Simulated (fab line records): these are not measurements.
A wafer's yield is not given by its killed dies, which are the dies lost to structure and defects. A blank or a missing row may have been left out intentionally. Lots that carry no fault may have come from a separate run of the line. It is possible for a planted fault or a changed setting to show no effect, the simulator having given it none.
Split-lot trial || flow n5-finfet || 21 wafers read across 7 lots, on a route 1938 steps long

ON THE SPLIT
At N5_BEOL_M5_COAT_66 (time 60 s, resist thk 12 nm), the setting spin-rpm was moved away from the recipe's 1500 rpm on 11 of the 21 wafers read, by -9.7% to +9.5%. The other wafers ran this setting at the recipe's value.

FROM THE SPLIT TO THE READING: what the file shows between them, 9 steps
- N5_BEOL_M5_COAT_22: resist thk 30 nm (also split here: spin-rpm)
- N5_BEOL_M5_EBR_24
- N5_BEOL_M5_SOFTBAKE_23: time 60 s
- N5_BEOL_M5_EXPOSE_25: exposes mask V4, defocus 10 nm
- N5_BEOL_M5_PEB_26: peb time 60 s
- N5_BEOL_M5_DEVELOP_27: develop time 30 s
- N5_BEOL_M5_DESCUM_33: chemistry O2, time 7 s
- N5_BEOL_M5_ETCH_75: etches underlayer in N2/H2, target depth 6.5 nm, time 5.2 s
- N5_BEOL_M5_ETCH_67: etches SiARC in CF4, target depth 15.6 nm, time 26 s

THE READING
SiARC_of_BEOL_M5_COAT_66.thk-nm (the simulator's own value, which no gauge read), in nm, at N5_BEOL_M5_ETCH_68 (etches SOC in N2/H2, target depth 80 nm, overetch 16 nm, time 120 s). No usual value for it is given in the file. Across the 10 wafers here that went through the recipe, the average is 6.3 nm and the standard deviation 0.092 nm.

{"wafer": "L077.3", "tool, chamber at the split": "litho-track-02, 0", "spin-rpm as run, rpm": 1642, "against the recipe": "+9.5%", "SiARC_of_BEOL_M5_COAT_66.thk-nm, nm": 5.8, "against lot-mates on the recipe": "no lot-mate on the recipe"}
{"wafer": "L077.4", "tool, chamber at the split": "litho-track-02, 0", "spin-rpm as run, rpm": 1642, "against the recipe": "+9.5%", "SiARC_of_BEOL_M5_COAT_66.thk-nm, nm": 5.8, "against lot-mates on the recipe": "no lot-mate on the recipe"}
{"wafer": "L077.5", "tool, chamber at the split": "litho-track-02, 0", "spin-rpm as run, rpm": 1642, "against the recipe": "+9.5%", "SiARC_of_BEOL_M5_COAT_66.thk-nm, nm": 5.8, "against lot-mates on the recipe": "no lot-mate on the recipe"}
{"wafer": "L078.2", "tool, chamber at the split": "litho-track-03, 0", "spin-rpm as run, rpm": 1500, "against the recipe": "recipe", "SiARC_of_BEOL_M5_COAT_66.thk-nm, nm": 6.4, "against lot-mates on the recipe": "-"}
{"wafer": "L078.5", "tool, chamber at the split": "litho-track-03, 0", "spin-rpm as run, rpm": 1618, "against the recipe": "+7.9%", "SiARC_of_BEOL_M5_COAT_66.thk-nm, nm": 6.2, "against lot-mates on the recipe": -0.2}
{"wafer": "L078.6", "tool, chamber at the split": "litho-track-03, 0", "spin-rpm as run, rpm": 1618, "against the recipe": "+7.9%", "SiARC_of_BEOL_M5_COAT_66.thk-nm, nm": 5.8, "against lot-mates on the recipe": -0.6}
{"wafer": "L082.1", "tool, chamber at the split": "litho-track-01, 0", "spin-rpm as run, rpm": 1598, "against the recipe": "+6.5%", "SiARC_of_BEOL_M5_COAT_66.thk-nm, nm": 5.8, "against lot-mates on the recipe": -0.6}
{"wafer": "L082.2", "tool, chamber at the split": "litho-track-01, 0", "spin-rpm as run, rpm": 1500, "against the recipe": "recipe", "SiARC_of_BEOL_M5_COAT_66.thk-nm, nm": 6.4, "against lot-mates on the recipe": "-"}
{"wafer": "L082.5", "tool, chamber at the split": "litho-track-01, 0", "spin-rpm as run, rpm": 1500, "against the recipe": "recipe", "SiARC_of_BEOL_M5_COAT_66.thk-nm, nm": 6.4, "against lot-mates on the recipe": "-"}
{"wafer": "L090.1", "tool, chamber at the split": "litho-track-01, 0", "spin-rpm as run, rpm": 1500, "against the recipe": "recipe", "SiARC_of_BEOL_M5_COAT_66.thk-nm, nm": 6.4, "against lot-mates on the recipe": "-"}
{"wafer": "L090.3", "tool, chamber at the split": "litho-track-01, 0", "spin-rpm as run, rpm": 1444, "against the recipe": "-3.7%", "SiARC_of_BEOL_M5_COAT_66.thk-nm, nm": 6.6, "against lot-mates on the recipe": "+0.2"}
{"wafer": "L090.6", "tool, chamber at the split": "litho-track-01, 0", "spin-rpm as run, rpm": 1444, "against the recipe": "-3.7%", "SiARC_of_BEOL_M5_COAT_66.thk-nm, nm": 6.6, "against lot-mates on the recipe": "+0.2"}
{"wafer": "L091.1", "tool, chamber at the split": "litho-track-02, 0", "spin-rpm as run, rpm": 1500, "against the recipe": "recipe", "SiARC_of_BEOL_M5_COAT_66.thk-nm, nm": 6.2, "against lot-mates on the recipe": "-"}
{"wafer": "L091.3", "tool, chamber at the split": "litho-track-02, 0", "spin-rpm as run, rpm": 1363, "against the recipe": "-9.1%", "SiARC_of_BEOL_M5_COAT_66.thk-nm, nm": 7, "against lot-mates on the recipe": "+0.8"}
{"wafer": "L091.4", "tool, chamber at the split": "litho-track-02, 0", "spin-rpm as run, rpm": 1363, "against the recipe": "-9.1%", "SiARC_of_BEOL_M5_COAT_66.thk-nm, nm": 6.8, "against lot-mates on the recipe": "+0.6"}
{"wafer": "L095.1", "tool, chamber at the split": "litho-track-02, 0", "spin-rpm as run, rpm": 1500, "against the recipe": "recipe", "SiARC_of_BEOL_M5_COAT_66.thk-nm, nm": 6.2, "against lot-mates on the recipe": "-"}
{"wafer": "L095.5", "tool, chamber at the split": "litho-track-02, 0", "spin-rpm as run, rpm": 1500, "against the recipe": "recipe", "SiARC_of_BEOL_M5_COAT_66.thk-nm, nm": 6.2, "against lot-mates on the recipe": "-"}
{"wafer": "L095.3", "tool, chamber at the split": "litho-track-02, 0", "spin-rpm as run, rpm": 1355, "against the recipe": "-9.7%", "SiARC_of_BEOL_M5_COAT_66.thk-nm, nm": 7.2, "against lot-mates on the recipe": "+1.0"}
{"wafer": "L097.1", "tool, chamber at the split": "litho-track-03, 0", "spin-rpm as run, rpm": 1500, "against the recipe": "recipe", "SiARC_of_BEOL_M5_COAT_66.thk-nm, nm": 6.4, "against lot-mates on the recipe": "-"}
{"wafer": "L097.2", "tool, chamber at the split": "litho-track-03, 0", "spin-rpm as run, rpm": 1500, "against the recipe": "recipe", "SiARC_of_BEOL_M5_COAT_66.thk-nm, nm": 6.4, "against lot-mates on the recipe": "-"}
{"wafer": "L097.4", "tool, chamber at the split": "litho-track-03, 0", "spin-rpm as run, rpm": 1500, "against the recipe": "recipe", "SiARC_of_BEOL_M5_COAT_66.thk-nm, nm": 6.4, "against lot-mates on the recipe": "-"}

FIT RESULTS
A straight line over all 21 wafers: SiARC_of_BEOL_M5_COAT_66.thk-nm changes by -0.0624 nm for each +1% of spin-rpm; r = -0.95; the points scatter about the line by 0.13 nm.
The same after taking each lot's own level away (the mean of its wafers on the recipe; 18 wafers): -0.0745 nm for each +1%; r = -0.95; scatter 0.13 nm.
The reading moves by 0.72 nm for the largest change in spin-rpm, on that fit.
Across the lots, their own levels run from 6.20 to 6.40 nm, a range of 2.2 times the standard deviation given above.
So the lot-to-lot level changes the slope: the two fits differ.
Check: +0.664 nm against its lot-mates is what the line predicts for one of the wafers moved furthest among these (-9.7%) when that wafer is left out of the fit. Against them it came out at +1 nm.

OTHER SPLITS ON THESE WAFERS
These wafers also went through other splits before the reading. Each is held against what the fit with the lots' levels taken away leaves over:
{"other split on the same wafers": "N5_BEOL_M4_DESCUM_16 time-s", "wafers away from the commonest value": 8, "r with SiARC_of_BEOL_M5_COAT_66.thk-nm (lot level and that fit taken away)": -0.01}
{"other split on the same wafers": "N5_BEOL_M4_DESCUM_33 time-s", "wafers away from the commonest value": 11, "r with SiARC_of_BEOL_M5_COAT_66.thk-nm (lot level and that fit taken away)": "+0.51"}
{"other split on the same wafers": "N5_BEOL_M4_ETCH_70 time-s", "wafers away from the commonest value": 7, "r with SiARC_of_BEOL_M5_COAT_66.thk-nm (lot level and that fit taken away)": -0.13}
{"other split on the same wafers": "N5_BEOL_M5_COAT_22 spin-rpm", "wafers away from the commonest value": 10, "r with SiARC_of_BEOL_M5_COAT_66.thk-nm (lot level and that fit taken away)": -0.21}

THE WHOLE CHAIN: every reading that the file lists as answering this split, in the file's order
{"step": "N5_BEOL_M5_COAT_66", "what it does": "time 60 s, resist thk 12 nm", "reading": "SiARC_of_BEOL_M5_COAT_66.thk-nm (the simulator's own value, which no gauge read)", "change (the file's fit)": "-0.0602 nm for each +1% of the setting", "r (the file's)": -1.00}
{"step": "N5_BEOL_M5_ETCH_67", "what it does": "etches SiARC in CF4, target depth 15.6 nm, time 26 s", "reading": "etch.depth-nm (the simulator's own value, which no gauge read)", "change (the file's fit)": "-0.0601 nm for each +1% of the setting", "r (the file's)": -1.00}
{"step": "N5_BEOL_M5_ETCH_68", "what it does": "etches SOC in N2/H2, target depth 80 nm, overetch 16 nm, time 120 s", "reading": "SiARC_of_BEOL_M5_COAT_66.thk-nm (the simulator's own value, which no gauge read)", "change (the file's fit)": "-0.0808 nm for each +1% of the setting", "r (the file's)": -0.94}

THE FILE'S OWN FIT
SiARC_of_BEOL_M5_COAT_66.thk-nm changes by -0.0808 nm for each +1% of spin-rpm, r = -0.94.
